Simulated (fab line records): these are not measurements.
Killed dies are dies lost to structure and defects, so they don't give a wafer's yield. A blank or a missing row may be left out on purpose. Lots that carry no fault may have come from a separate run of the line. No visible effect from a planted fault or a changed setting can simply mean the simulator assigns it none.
Split-lot experiment    flow n5_finfet    on a route of 1938 steps: 7 lots, 21 wafers read

== THE SPLIT ==
At N5_FIN_SAQP_PECVD_06 (deposits a-Si from SiH4/He, target thk 60 nm, time 48.1 s), the setting time_s was moved away from the recipe's 48.1 s on 7 of the 21 wafers read, by -13.7% to +6.8%. All remaining wafers had this setting at the recipe value.

== FROM THE SPLIT TO THE READING: what the file shows between them, 6 steps ==
- N5_FIN_SAQP_THK_MEAS_07
- N5_FIN_SAQP_DEVELOP_15: develop time 30 s (also split here: develop_time_s)
- N5_FIN_SAQP_ETCH_52: etches SOC in N2/H2, target depth 100 nm, overetch 20 nm, time 150 s
- N5_FIN_SAQP_STRIP_53: strips in N2/H2
- N5_FIN_SAQP_HM_OPEN_73: chemistry CHF3/O2, target SiO2, stops on a-Si, target depth 12 nm, time 16.8 s
- N5_FIN_SAQP_STRIP_74: strips in CHF3/O2

== THE READING ==
oes_product_au, in a.u., at N5_FIN_SAQP_MANDREL_ETCH_22 (etches a-Si in HBr/Cl2, stops on SiNx, target depth 60 nm, bt time 10 s, time 30 s). Fault-free wafers of this fab line usually give 0.767 a.u., standard deviation 0.012 a.u.

wafer   tool, chamber at the split  time_s as run, s  against the recipe  oes_product_au, a.u.  against lot-mates on the recipe
L074.2  pecvd-03, 0                 44.35             -7.8%               0.741                 -0.019
L074.4  pecvd-03, 2                 48.1              recipe              0.751                 -
L074.6  pecvd-03, 0                 48.1              recipe              0.768                 -
L078.1  pecvd-04, 0                 41.58             -13.6%              0.696                 no lot-mate on the recipe
L078.2  pecvd-04, 1                 41.58             -13.6%              0.712                 no lot-mate on the recipe
L078.3  pecvd-04, 0                 41.58             -13.6%              0.689                 no lot-mate on the recipe
L080.2  pecvd-04, 0                 48.1              recipe              0.770                 -
L080.3  pecvd-04, 1                 48.1              recipe              0.762                 -
L080.6  pecvd-04, 0                 50.91             +5.8%               0.797                 +0.031
L089.1  pecvd-02, 1                 41.53             -13.7%              0.689                 -0.086
L089.4  pecvd-02, 2                 48.1              recipe              0.772                 -
L089.6  pecvd-02, 0                 48.1              recipe              0.778                 -
L093.3  pecvd-04, 2                 48.1              recipe              0.772                 -
L093.4  pecvd-04, 0                 48.1              recipe              0.761                 -
L093.6  pecvd-04, 2                 51.38             +6.8%               0.800                 +0.034
L094.1  pecvd-03, 0                 48.1              recipe              0.766                 -
L094.3  pecvd-03, 2                 48.1              recipe              0.753                 -
L094.4  pecvd-03, 2                 48.1              recipe              0.768                 -
L095.1  pecvd-03, 0                 48.1              recipe              0.769                 -
L095.4  pecvd-03, 0                 48.1              recipe              0.789                 -
L095.5  pecvd-03, 1                 48.1              recipe              0.775                 -

FIT RESULTS
A straight line over all 21 wafers: oes_product_au changes by +0.00511 a.u. for each +1% of time_s; r = +0.96; the points scatter about the line by 0.0096 a.u.
The same after taking each lot's own level away (the mean of its wafers on the recipe; 18 wafers): +0.00528 a.u. for each +1%; r = +0.93; scatter 0.009 a.u.
According to that fit, moving time_s by its largest amount changes the reading by 0.072 a.u.
From 0.7595 to 0.7777 a.u.: that is the span of the lots' own levels, equal to 1.5 times the standard deviation above.
So the lot-to-lot level changes the slope little: the two slopes agree.
Check: with one of the wafers moved furthest among these (-13.7%) left out of the fit, the line predicts -0.0511 a.u. for it against its lot-mates. Against them it came out at -0.086 a.u.

== THESE WAFERS: OTHER SPLITS ==
Note: prior to the reading, these wafers also went through further splits. Each is held against what the fit with the lots' levels taken away leaves over:
other split on the same wafers         wafers away from the commonest value  r with oes_product_au (lot level and that fit taken away)
N5_FIN_SAQP_DEVELOP_15 develop_time_s  9                                     -0.04

== THE WHOLE CHAIN: every reading that the file lists as answering this split, in the file's order ==
step                         what it does                                                                        reading                                                                            change (the file's fit)                    r (the file's)
N5_FIN_SAQP_PECVD_06         deposits a-Si from SiH4/He, target thk 60 nm, time 48.1 s                           a-Si_of_FIN_SAQP_PECVD_06.thk_nm (the simulator's own value, which no gauge read)  +0.754 nm for each +1% of the setting      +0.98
N5_FIN_SAQP_THK_MEAS_07                                                                                          thk_nm                                                                             withheld for each +1% of the setting       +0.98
N5_FIN_SAQP_HM_OPEN_73       chemistry CHF3/O2, target SiO2, stops on a-Si, target depth 12 nm, time 16.8 s      a-Si_of_FIN_SAQP_PECVD_06.thk_nm (the simulator's own value, which no gauge read)  +0.756 nm for each +1% of the setting      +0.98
N5_FIN_SAQP_MANDREL_ETCH_22  etches a-Si in HBr/Cl2, stops on SiNx, target depth 60 nm, bt time 10 s, time 30 s  oes_product_au                                                                     +0.00528 a.u. for each +1% of the setting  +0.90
N5_FIN_SAQP_MANDREL_ETCH_22  etches a-Si in HBr/Cl2, stops on SiNx, target depth 60 nm, bt time 10 s, time 30 s  etch.depth_nm (the simulator's own value, which no gauge read)                     +0.756 nm for each +1% of the setting      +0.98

== FILE'S OWN FIT ==
oes_product_au changes by +0.00528 a.u. for each +1% of time_s, r = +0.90.
